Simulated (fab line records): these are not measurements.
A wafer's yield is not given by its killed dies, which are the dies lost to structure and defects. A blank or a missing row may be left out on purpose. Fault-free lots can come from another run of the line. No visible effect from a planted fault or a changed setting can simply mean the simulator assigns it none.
Which tool is to blame?    flow n5-finfet    Sampling: 20 lots, 60 wafers, 6 of 1938 route steps

== WHAT THE GAUGES READ, wafer by wafer ==
Not one reading of a measure or inspect step in the record can be checked against a usual standard deviation.

== WHAT TOOL EACH LOT RAN ON (gives the tool, then ch and the chambers of the sampled wafers, and finally the start) ==
lot   N5_BEOL_M12_ETCH_59                 N5_BEOL_M12_DESCUM_33               N5_BEOL_M12_ETCH_67                 N5_BEOL_M12_ETCH_68                 N5_BEOL_M12_CMP_49             N5_BEOL_M12_DEP_53
L075  rie-diel-05 ch 1,2, day 11 17:40    rie-diel-06 ch 1,2,3, day 11 18:33  rie-diel-06 ch 1,2,3, day 11 18:35  rie-diel-06 ch 1,2,3, day 11 18:44  cmp-04 ch 1,3, day 11 20:54    pecvd-03 ch 0,2, day 11 21:15
L076  rie-diel-06 ch 0,3, day 11 19:04    rie-diel-06 ch 1,2, day 11 19:57    rie-diel-06 ch 1,2, day 11 19:59    rie-diel-06 ch 1,2, day 11 20:08    cmp-04 ch 0,1, day 12 00:26    pecvd-03 ch 0,1,2, day 12 00:44
L078  rie-diel-06 ch 1,2, day 12 06:56    rie-diel-05 ch 0,1,3, day 12 08:15  rie-diel-05 ch 0,1,3, day 12 08:17  rie-diel-05 ch 0,1,3, day 12 08:26  cmp-04 ch 0,2, day 12 10:25    pecvd-01 ch 0,1, day 12 10:47
L080  rie-diel-06 ch 1,2, day 12 19:44    rie-diel-05 ch 0,1, day 12 20:45    rie-diel-05 ch 0,1, day 12 20:47    rie-diel-05 ch 0,1, day 12 20:56    cmp-01 ch 0,2, day 13 01:22    pecvd-02 ch 0,1,2, day 13 01:43
L081  rie-diel-04 ch 0,1, day 12 20:16    rie-diel-05 ch 0,1,3, day 12 21:14  rie-diel-05 ch 0,1,3, day 12 21:16  rie-diel-05 ch 0,1,3, day 12 21:25  cmp-02 ch 0,1,2, day 13 01:41  pecvd-01 ch 1,2, day 13 01:58
L082  rie-diel-05 ch 0,1,3, day 13 02:16  rie-diel-04 ch 0,1, day 13 03:16    rie-diel-04 ch 0,1, day 13 03:19    rie-diel-04 ch 0,1, day 13 03:27    cmp-02 ch 2,3, day 13 06:30    pecvd-01 ch 0,2, day 13 06:52
L083  rie-diel-06 ch 1,2,3, day 13 10:44  rie-diel-05 ch 0,1, day 13 11:45    rie-diel-05 ch 0,1, day 13 11:48    rie-diel-05 ch 0,1, day 13 12:01    cmp-02 ch 0,1,2, day 13 16:52  pecvd-03 ch 0,1,2, day 13 17:13
L085  rie-diel-06 ch 0,1,3, day 13 11:38  rie-diel-06 ch 0,1,2, day 13 12:57  rie-diel-06 ch 0,1,2, day 13 12:59  rie-diel-06 ch 0,1,2, day 13 13:08  cmp-04 ch 1,2,3, day 13 22:41  pecvd-02 ch 0,1, day 13 23:03
L088  rie-diel-05 ch 0,1,3, day 14 03:48  rie-diel-04 ch 1,3, day 14 04:44    rie-diel-04 ch 0,1, day 14 04:47    rie-diel-04 ch 1,2, day 14 04:56    cmp-04 ch 0,1,2, day 14 08:44  pecvd-02 ch 0,1, day 14 09:02
L084  rie-diel-06 ch 0,1,3, day 14 04:28  rie-diel-04 ch 1,2,3, day 14 05:31  rie-diel-04 ch 1,2,3, day 14 05:34  rie-diel-04 ch 1,2,3, day 14 05:42  cmp-01 ch 1,2,3, day 14 08:56  pecvd-02 ch 0,1,2, day 14 09:19
L086  rie-diel-05 ch 1,2, day 14 04:47    rie-diel-05 ch 0,1,2, day 14 05:50  rie-diel-05 ch 0,1,2, day 14 05:52  rie-diel-05 ch 0,1,2, day 14 06:01  cmp-04 ch 0,3, day 14 09:28    pecvd-02 ch 0,1,2, day 14 09:47
L089  rie-diel-04 ch 0,3, day 15 00:23    rie-diel-04 ch 0,2, day 15 01:24    rie-diel-04 ch 0,2, day 15 01:26    rie-diel-04 ch 0,2, day 15 01:35    cmp-01 ch 0,1,3, day 15 05:40  pecvd-02 ch 0,1,2, day 15 05:59
L087  rie-diel-06 ch 1,2, day 15 00:40    rie-diel-06 ch 1,2,3, day 15 01:33  rie-diel-06 ch 1,2,3, day 15 01:35  rie-diel-06 ch 1,2,3, day 15 01:44  cmp-04 ch 0,1,2, day 15 05:53  pecvd-01 ch 0,2, day 15 06:15
L090  rie-diel-05 ch 0,2,3, day 15 00:55  rie-diel-04 ch 0,1,2, day 15 01:55  rie-diel-04 ch 0,1,2, day 15 01:58  rie-diel-04 ch 0,1,2, day 15 02:06  cmp-02 ch 1,2,3, day 15 06:38  pecvd-02 ch 0,1,2, day 15 07:00
L092  rie-diel-05 ch 1,2,3, day 15 19:23  rie-diel-06 ch 1,2, day 15 20:16    rie-diel-06 ch 1,2, day 15 20:19    rie-diel-06 ch 1,2, day 15 20:28    cmp-04 ch 1,2, day 16 00:34    pecvd-01 ch 0,1,2, day 16 00:53
L094  rie-diel-05 ch 1,2,3, day 16 00:35  rie-diel-04 ch 0,2,3, day 16 01:50  rie-diel-04 ch 0,2,3, day 16 01:53  rie-diel-04 ch 0,2,3, day 16 02:01  cmp-01 ch 0,1,2, day 16 06:20  pecvd-01 ch 0,2, day 16 06:37
L093  rie-diel-06 ch 1,2,3, day 16 03:20  rie-diel-04 ch 0,1, day 16 04:19    rie-diel-04 ch 0,1, day 16 04:21    rie-diel-04 ch 0,1, day 16 04:30    cmp-02 ch 1,3, day 16 07:50    pecvd-01 ch 0,1,2, day 16 08:09
L096  rie-diel-04 ch 1,3, day 16 04:05    rie-diel-05 ch 0,1,2, day 16 05:05  rie-diel-05 ch 0,1,2, day 16 05:07  rie-diel-05 ch 0,1,2, day 16 05:16  cmp-02 ch 1,2, day 16 09:20    pecvd-01 ch 1,2, day 16 09:41
L095  rie-diel-05 ch 0,2, day 16 21:12    rie-diel-06 ch 1,2, day 16 22:19    rie-diel-06 ch 1,2, day 16 22:20    rie-diel-06 ch 1,2, day 16 22:29    cmp-04 ch 1,2, day 17 03:03    pecvd-02 ch 0,1,2, day 17 03:24
L097  rie-diel-05 ch 0,1,3, day 17 04:45  rie-diel-05 ch 0,2,3, day 17 06:02  rie-diel-05 ch 0,2,3, day 17 06:05  rie-diel-05 ch 0,2,3, day 17 06:14  cmp-02 ch 0,3, day 17 12:27    pecvd-03 ch 0,2, day 17 12:46
- N5_BEOL_M12_ETCH_59: etches BARC in N2/H2, target depth 89 nm, overetch 26.7 nm, time 67.9 s.
- N5_BEOL_M12_DESCUM_33: chemistry O2, time 7.9 s.
- N5_BEOL_M12_ETCH_67: etches SiARC in CF4, target depth 143 nm, time 238.3 s.
- N5_BEOL_M12_ETCH_68: etches SOC in N2/H2, time 285 s.
- N5_BEOL_M12_CMP_49: polishes, stops on SiOC, t overpolish 20.6 s, target thk 320 nm.
- N5_BEOL_M12_DEP_53: deposits SiCN from 3MS/NH3, target thk 30 nm, time 10.5 s.

== WHAT THE TOOLS THEMSELVES READ (means of the sampled wafers that have a number; where no wafer has one, the mark that the record gives instead) ==
N5_BEOL_M12_ETCH_59.
lot   tool         drypump-motor-current-A (A)  oes-product-au (a.u.)  rf-vpp-V (V)  showerhead-plenum-p-Torr (Torr)  throttle-valve-pct (%)
L075  rie-diel-05  5.6                          0.66                   522.9         2.52                             17.8
L076  rie-diel-06  5.9                          0.61                   525.6         2.63                             18.2
L078  rie-diel-06  6.3                          0.71                   525.6         2.60                             17.6
L080  rie-diel-06  6.1                          0.73                   524.2         2.52                             17.4
L081  rie-diel-04  5.5                          0.78                   524.0         2.56                             17.7
L082  rie-diel-05  6.0                          0.64                   527.3         2.62                             17.7
L083  rie-diel-06  5.8                          0.67                   525.0         2.58                             17.7
L085  rie-diel-06  6.0                          0.62                   526.3         2.64                             18.0
L088  rie-diel-05  6.0                          0.71                   526.8         2.62                             17.6
L084  rie-diel-06  5.9                          0.62                   525.7         2.64                             18.0
L086  rie-diel-05  5.7                          0.62                   524.1         2.57                             18.1
L089  rie-diel-04  5.4                          0.68                   521.5         2.48                             17.8
L087  rie-diel-06  6.1                          0.71                   524.3         2.52                             17.4
L090  rie-diel-05  5.8                          0.71                   525.0         2.56                             17.4
L092  rie-diel-05  5.7                          0.68                   523.9         2.55                             17.7
L094  rie-diel-05  5.7                          0.67                   524.3         2.55                             17.7
L093  rie-diel-06  5.8                          0.66                   524.9         2.57                             17.7
L096  rie-diel-04  6.1                          0.68                   525.2         2.58                             17.8
L095  rie-diel-05  5.9                          0.66                   525.1         2.58                             17.6
L097  rie-diel-05  5.9                          0.67                   526.9         2.61                             17.7

N5_BEOL_M12_DESCUM_33.
lot   tool         drypump-motor-current-A (A)  oes-product-au (a.u.)  rf-vpp-V (V)  showerhead-plenum-p-Torr (Torr)  throttle-valve-pct (%)
L075  rie-diel-06  5.8                          0.82                   243.8         2.12                             20.2
L076  rie-diel-06  6.3                          0.85                   244.7         2.14                             20.2
L078  rie-diel-05  5.9                          0.74                   244.5         2.19                             20.5
L080  rie-diel-05  6.1                          0.79                   244.6         2.20                             20.5
L081  rie-diel-05  5.9                          0.74                   245.8         2.18                             20.5
L082  rie-diel-04  5.2                          0.86                   242.9         2.08                             20.6
L083  rie-diel-05  6.0                          0.75                   244.4         2.20                             20.9
L085  rie-diel-06  6.2                          0.79                   243.7         2.13                             20.4
L088  rie-diel-04  6.0                          0.89                   243.5         2.12                             20.0
L084  rie-diel-04  6.1                          0.83                   243.5         2.15                             20.3
L086  rie-diel-05  5.8                          0.76                   243.6         2.13                             20.5
L089  rie-diel-04  5.4                          0.79                   242.9         2.11                             20.9
L087  rie-diel-06  5.8                          0.79                   243.9         2.11                             20.2
L090  rie-diel-04  5.7                          0.82                   242.9         2.13                             20.5
L092  rie-diel-06  6.3                          0.80                   244.0         2.13                             20.2
L094  rie-diel-04  5.8                          0.76                   243.7         2.12                             20.6
L093  rie-diel-04  5.3                          0.82                   242.5         2.07                             20.7
L096  rie-diel-05  5.8                          0.75                   243.4         2.13                             20.5
L095  rie-diel-06  6.1                          0.81                   243.2         2.07                             20.2
L097  rie-diel-05  5.8                          0.80                   243.2         2.11                             20.1

N5_BEOL_M12_ETCH_67.
lot   tool         drypump-motor-current-A (A)  etch-rf-on-time-s (s)  oes-product-au (a.u.)  rf-vpp-V (V)  showerhead-plenum-p-Torr (Torr)  throttle-valve-pct (%)
L075  rie-diel-06  5.8                          233                    0.70                   184.4         2.19                             15.46
L076  rie-diel-06  6.3                          230                    0.73                   184.9         2.21                             15.47
L078  rie-diel-05  5.9                          238                    0.64                   185.4         2.22                             15.58
L080  rie-diel-05  6.1                          240                    0.67                   184.7         2.24                             15.57
L081  rie-diel-05  6.0                          242                    0.63                   185.4         2.21                             15.60
L082  rie-diel-04  5.3                          240                    0.74                   183.5         2.11                             15.59
L083  rie-diel-05  5.9                          237                    0.64                   185.0         2.22                             15.83
L085  rie-diel-06  6.2                          237                    0.67                   183.8         2.19                             15.62
L088  rie-diel-04  5.2                          239                    0.73                   184.1         2.11                             15.60
L084  rie-diel-04  6.1                          238                    0.70                   185.4         2.19                             15.43
L086  rie-diel-05  5.8                          239                    0.66                   184.4         2.18                             15.65
L089  rie-diel-04  5.4                          236                    0.68                   183.4         2.12                             15.78
L087  rie-diel-06  5.8                          237                    0.67                   185.0         2.18                             15.53
L090  rie-diel-04  5.7                          241                    0.70                   184.9         2.16                             15.59
L092  rie-diel-06  6.3                          235                    0.68                   185.1         2.20                             15.54
L094  rie-diel-04  5.8                          235                    0.66                   183.9         2.14                             15.66
L093  rie-diel-04  5.3                          239                    0.71                   183.5         2.11                             15.63
L096  rie-diel-05  5.8                          241                    0.64                   183.5         2.17                             15.68
L095  rie-diel-06  6.1                          237                    0.69                   184.6         2.15                             15.52
L097  rie-diel-05  5.8                          240                    0.69                   184.4         2.16                             15.32

N5_BEOL_M12_ETCH_68.
lot   tool         drypump-motor-current-A (A)  oes-product-au (a.u.)  rf-vpp-V (V)  showerhead-plenum-p-Torr (Torr)  throttle-valve-pct (%)
L075  rie-diel-06  5.8                          0.81                   524.7         2.59                             17.5
L076  rie-diel-06  6.3                          0.84                   526.3         2.60                             17.5
L078  rie-diel-05  6.0                          0.74                   526.0         2.63                             17.6
L080  rie-diel-05  6.1                          0.78                   527.9         2.64                             17.6
L081  rie-diel-05  5.9                          0.74                   526.8         2.62                             17.6
L082  rie-diel-04  5.3                          0.85                   523.4         2.49                             17.6
L083  rie-diel-05  6.0                          0.75                   526.1         2.64                             18.0
L085  rie-diel-06  6.3                          0.79                   525.7         2.58                             17.7
L088  rie-diel-04  6.0                          0.86                   526.1         2.63                             17.7
L084  rie-diel-04  6.1                          0.82                   525.4         2.62                             17.7
L086  rie-diel-05  5.8                          0.76                   525.4         2.58                             17.7
L089  rie-diel-04  5.4                          0.78                   523.8         2.51                             17.8
L087  rie-diel-06  5.8                          0.78                   525.0         2.58                             17.6
L090  rie-diel-04  5.7                          0.81                   523.9         2.57                             17.7
L092  rie-diel-06  6.3                          0.79                   525.6         2.58                             17.5
L094  rie-diel-04  5.9                          0.76                   523.4         2.56                             17.8
L093  rie-diel-04  5.3                          0.82                   523.9         2.48                             17.7
L096  rie-diel-05  5.8                          0.75                   524.3         2.57                             17.7
L095  rie-diel-06  6.1                          0.81                   524.4         2.51                             17.3
L097  rie-diel-05  5.8                          0.80                   524.6         2.55                             17.3

N5_BEOL_M12_CMP_49.
lot   tool    barrier-field-endpoint-s (s)  head-pressure-psi (psi)  motor-current-A (A)  overpolish-run-s (s)  slurry-filter-dp-kPa (kPa)  slurry-flow-ml-min
L075  cmp-04  30.1                          1.0005                   6.8                  20.606                13.48                       149.8
L076  cmp-04  30.3                          1.0014                   6.7                  20.606                13.59                       150.1
L078  cmp-04  30.8                          1.0018                   5.9                  20.603                13.50                       150.3
L080  cmp-01  29.7                          1.0005                   6.3                  20.593                13.51                       150.2
L081  cmp-02  30.8                          1.0001                   6.4                  20.596                13.49                       150.0
L082  cmp-02  32.2                          1.0006                   5.9                  20.603                13.60                       149.5
L083  cmp-02  30.3                          0.9996                   6.2                  20.597                13.43                       149.9
L085  cmp-04  30.4                          0.9992                   6.2                  20.599                13.40                       149.5
L088  cmp-04  30.2                          1.0007                   6.0                  20.603                13.35                       150.0
L084  cmp-01  30.1                          1.0010                   5.8                  20.591                13.43                       149.5
L086  cmp-04  31.0                          0.9999                   6.3                  20.598                13.53                       150.1
L089  cmp-01  31.3                          0.9977                   5.6                  20.589                13.46                       150.3
L087  cmp-04  30.0                          1.0033                   6.2                  20.605                13.60                       150.2
L090  cmp-02  29.8                          1.0009                   5.8                  20.599                13.64                       150.2
L092  cmp-04  29.4                          0.9992                   6.3                  20.590                13.53                       149.8
L094  cmp-01  30.0                          0.9993                   6.0                  20.599                13.42                       150.1
L093  cmp-02  30.2                          1.0011                   6.0                  20.600                13.56                       149.8
L096  cmp-02  29.2                          1.0014                   6.1                  20.598                13.58                       149.5
L095  cmp-04  29.6                          0.9976                   5.7                  20.598                13.61                       150.4
L097  cmp-02  29.8                          1.0028                   5.8                  20.603                13.52                       150.2

N5_BEOL_M12_DEP_53.
lot   tool      showerhead-plenum-p-Torr (Torr)  throttle-valve-pct (%)
L075  pecvd-03  4.156                            16.8
L076  pecvd-03  4.147                            17.9
L078  pecvd-01  4.171                            17.7
L080  pecvd-02  4.134                            16.6
L081  pecvd-01  4.165                            18.1
L082  pecvd-01  4.172                            17.6
L083  pecvd-03  4.156                            17.8
L085  pecvd-02  4.136                            16.9
L088  pecvd-02  4.141                            16.8
L084  pecvd-02  4.146                            16.3
L086  pecvd-02  4.139                            16.3
L089  pecvd-02  4.133                            16.6
L087  pecvd-01  4.180                            17.8
L090  pecvd-02  4.144                            16.4
L092  pecvd-01  4.163                            18.2
L094  pecvd-01  4.165                            17.8
L093  pecvd-01  4.162                            18.1
L096  pecvd-01  4.165                            18.5
L095  pecvd-02  4.144                            16.4
L097  pecvd-03  4.164                            17.3

== THE ANSWER, worked out from the rows above alone ==
Rule: the usual values come from the lots themselves. The widest of any qualifying gaps counts: lots, ordered by their means at a reading, are off when they make up no more than a third of the lots, leave a main group of 4 or more, and stand apart from it by 3 or more times the standard deviation of that group's means. The tables above print the reading to a certain number of digits; a main group whose means all agree to those digits is not used. Also off: a lot with no number at a reading for which 4 or more lots have one. All remaining lots with rows at the step are treated as sound. After the gauges, taken in route order, come the tools' own readings; for these a lot's mean is taken, as printed above. The first step at which some lot is off is used, and at that step the reading that is off furthest; a lot without a number counts as furthest.
No lot is off on any of the readings shown, so nothing can be concluded from this.

== WHAT WAS PUT IN BY THE SIMULATOR ==
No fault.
